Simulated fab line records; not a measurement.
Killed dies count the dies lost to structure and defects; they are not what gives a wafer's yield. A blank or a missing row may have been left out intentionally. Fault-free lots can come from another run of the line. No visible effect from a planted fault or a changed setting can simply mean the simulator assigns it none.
Which tool did it? -- flow nand harc -- 39 wafers from 13 lots sampled at 6 of the route's 1302 steps

WHAT EACH GAUGE READ, for each wafer
NHARC_P_ZERO_WELL_CD_MEAS_11: target cd 500 nm.
lot,measured,on,cd nm (nm)
L387,day 1 21:07,cd sem-01,495.8 500.1 500.1
L388,day 2 07:07,cd sem-03,497.9 500.7 497.7
L390,day 3 03:07,cd sem-02,501.5 500.0 500.7
L392,day 3 23:08,cd sem-02,500.9 496.3 499.8
L393,day 4 09:07,cd sem-02,496.1 502.0 499.0
L394,day 4 19:15,cd sem-02,502.2 502.7 501.2
L401,day 7 17:07,cd sem-01,501.8 500.9 500.6
L402,day 8 03:14,cd sem-01,500.8 504.3 502.7
L405,day 9 09:14,cd sem-03,499.5 499.9 501.2
L407,day 10 05:14,cd sem-01,501.7 504.9 501.1
L408,day 10 15:16,cd sem-03,501.0 501.9 500.9
L409,day 11 01:08,cd sem-02,502.2 500.7 498.9
L410,day 11 11:09,cd sem-03,505.0 506.2 504.0

NHARC_P_STI_OVL_MEAS_10.
lot,measured,on,overlay x nm (nm),overlay y nm (nm)
L387,day 4 08:42,overlay-02,-14 -13 -13,2 2 3
L388,day 3 10:33,overlay-02,0 0 0,6 6 5
L390,day 4 01:23,overlay-01,3 3 4,-2 -3 -3
L392,day 4 22:46,overlay-01,6 6 6,2 2 2
L393,day 5 06:52,overlay-01,-3 -2 -3,5 5 5
L394,day 5 16:07,overlay-02,0 1 1,9 9 10
L401,day 8 15:34,overlay-01,3 4 3,-7 -7 -7
L402,day 9 02:10,overlay-02,-2 -3 -2,2 2 1
L405,day 10 09:26,overlay-02,-8 -9 -8,-7 -7 -7
L407,day 11 05:05,overlay-01,-2 -2 -2,7 7 7
L408,day 11 14:43,overlay-01,11 11 10,3 4 4
L409,day 11 22:46,overlay-01,-12 -12 -12,-8 -7 -7
L410,day 12 08:45,overlay-02,-2 -2 -2,-3 -4 -4

NHARC_P_STI_INSPECT_11.
lot,measured,on,raw defect count
L387,day 4 08:44,defect inspect-01,5 0 2
L388,day 3 10:35,defect inspect-02,7 6 7
L390,day 4 01:26,defect inspect-02,3 3 4
L392,day 4 22:48,defect inspect-01,3 2 4
L393,day 5 06:55,defect inspect-02,7 5 6
L394,day 5 16:09,defect inspect-02,0 4 4
L401,day 8 15:37,defect inspect-02,4 1 4
L402,day 9 02:12,defect inspect-01,21 18 15
L405,day 10 09:28,defect inspect-01,3 6 6
L407,day 11 05:07,defect inspect-01,1 9 10
L408,day 11 14:44,defect inspect-02,3 1 5
L409,day 11 22:48,defect inspect-02,7 3 6
L410,day 12 08:47,defect inspect-02,6 4 3

NHARC_END_SORT_01.
lot,measured,on,killed at array,killed at other,killed at periphery,killed dies,killed open,killed short
L402,day 30 21:44,prober-01,108 105 91,1 2 0,9 7 13,118 114 104,4 3 7,2 1 2

TOOL THAT RAN EACH LOT (tool first, then ch and the chambers of the sampled wafers, then the start)
lot,NHARC_P_STI_OXIDE_29,NHARC_P_STI_ETCH_15
L387,"furnace-02 ch 0, day 3 21:14","rie si-06 ch 0,1,3, day 4 09:11"
L388,"furnace-02 ch 0, day 2 19:47","rie si-05 ch 0,2,3, day 3 11:00"
L390,"furnace-02 ch 0, day 3 14:12","rie si-05 ch 0,1,3, day 4 01:52"
L392,"furnace-03 ch 0, day 4 11:33","rie si-06 ch 1,2,3, day 4 23:14"
L393,"furnace-03 ch 0, day 4 19:44","rie si-06 ch 0,2,3, day 5 07:20"
L394,"furnace-03 ch 0, day 5 04:56","rie si-06 ch 0,1,3, day 5 16:36"
L401,"furnace-05 ch 0, day 8 04:08","rie si-05 ch 0,2,3, day 8 16:01"
L402,"furnace-03 ch 0, day 8 14:53","rie si-06 ch 0,1,3, day 9 02:37"
L405,"furnace-02 ch 0, day 9 21:59","rie si-06 ch 0,2, day 10 09:52"
L407,"furnace-02 ch 0, day 10 17:43","rie si-05 ch 1,2,3, day 11 05:33"
L408,"furnace-05 ch 0, day 11 03:35","rie si-05 ch 1,2, day 11 15:10"
L409,"furnace-02 ch 0, day 11 11:27","rie si-05 ch 1,2, day 11 23:16"
L410,"furnace-05 ch 0, day 11 21:29","rie si-05 ch 1,2, day 12 09:13"
- NHARC_P_STI_OXIDE_29: material SiO2, target thk 10 nm, ox time 1362 s.
- NHARC_P_STI_ETCH_15: etches the open film in HBr/Cl2, target depth 300 nm, time 100.1 s.

AS READ BY THE TOOLS THEMSELVES (means over the sampled wafers that have a number; for cases with no such wafer, the mark the record gives instead)
NHARC_P_STI_OXIDE_29.
lot,tool,ox temp c (C),spike tc lower C (C)
L387,furnace-02,899.8,900.3
L388,furnace-02,899.4,901.0
L390,furnace-02,899.9,900.0
L392,furnace-03,900.2,900.4
L393,furnace-03,900.0,900.7
L394,furnace-03,900.4,900.2
L401,furnace-05,900.2,899.6
L402,furnace-03,900.2,900.2
L405,furnace-02,900.4,901.3
L407,furnace-02,899.8,899.1
L408,furnace-05,899.5,899.5
L409,furnace-02,900.0,900.8
L410,furnace-05,899.5,900.3

NHARC_P_STI_ETCH_15.
lot,tool,drypump motor current A (A),oes product au (a.u.),throttle valve pct (%)
L387,rie si-06,5.9,1.008,26.400
L388,rie si-05,5.6,1.000,26.411
L390,rie si-05,5.4,1.004,26.404
L392,rie si-06,5.9,1.010,26.397
L393,rie si-06,6.4,1.004,26.410
L394,rie si-06,5.9,1.000,26.402
L401,rie si-05,5.6,1.002,26.404
L402,rie si-06,5.9,1.012,26.408
L405,rie si-06,6.2,0.989,26.413
L407,rie si-05,5.5,1.005,26.412
L408,rie si-05,5.7,1.002,26.402
L409,rie si-05,5.4,1.000,26.408
L410,rie si-05,5.4,1.003,26.397

THE ANSWER, worked out from the rows above alone
Rule: the lots themselves supply what counts as usual. Put in order of their means at a reading, lots are off if they are a third of the lots or fewer, leave a main group of 4 or more, and stand apart from it by a gap of 3 or more times the standard deviation of the main group's means; of several such gaps the widest counts. A main group is skipped when, at the precision printed for the reading in the tables above, its means are all equal. A lot without any number at a reading at which 4 lots or more have one is off too. Where the step has rows for the other lots, those lots are counted as sound. The gauges are gone through in route order, then the tools' own readings, and for those a lot's mean is taken as printed above. The first step at which some lot is off is used, and at that step the reading that is off furthest; a lot without a number counts as furthest.
Off: L402, at NHARC_P_STI_INSPECT_11 (raw defect count). Mean 4.3 and standard deviation 1.5 in the main group.
If a tool, at a process step before that reading, ran all the lots that are off and no sound lot after the first of them, it fits. Those tools and the gauges at NHARC_P_STI_INSPECT_11 are tried in the same way. One candidate fits, namely furnace-03 at NHARC_P_STI_OXIDE_29. A fault onset in the window from L394 (day 5 04:56, its last sound lot) to L402 (day 8 14:53, its first lot off) fits.

WHAT HAD BEEN PUT IN BY THE SIMULATOR
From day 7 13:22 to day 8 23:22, furnace-03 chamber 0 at NHARC_P_STI_OXIDE_29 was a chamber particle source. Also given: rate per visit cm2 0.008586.
Lots struck among those shown: L402. The rule above found the same.
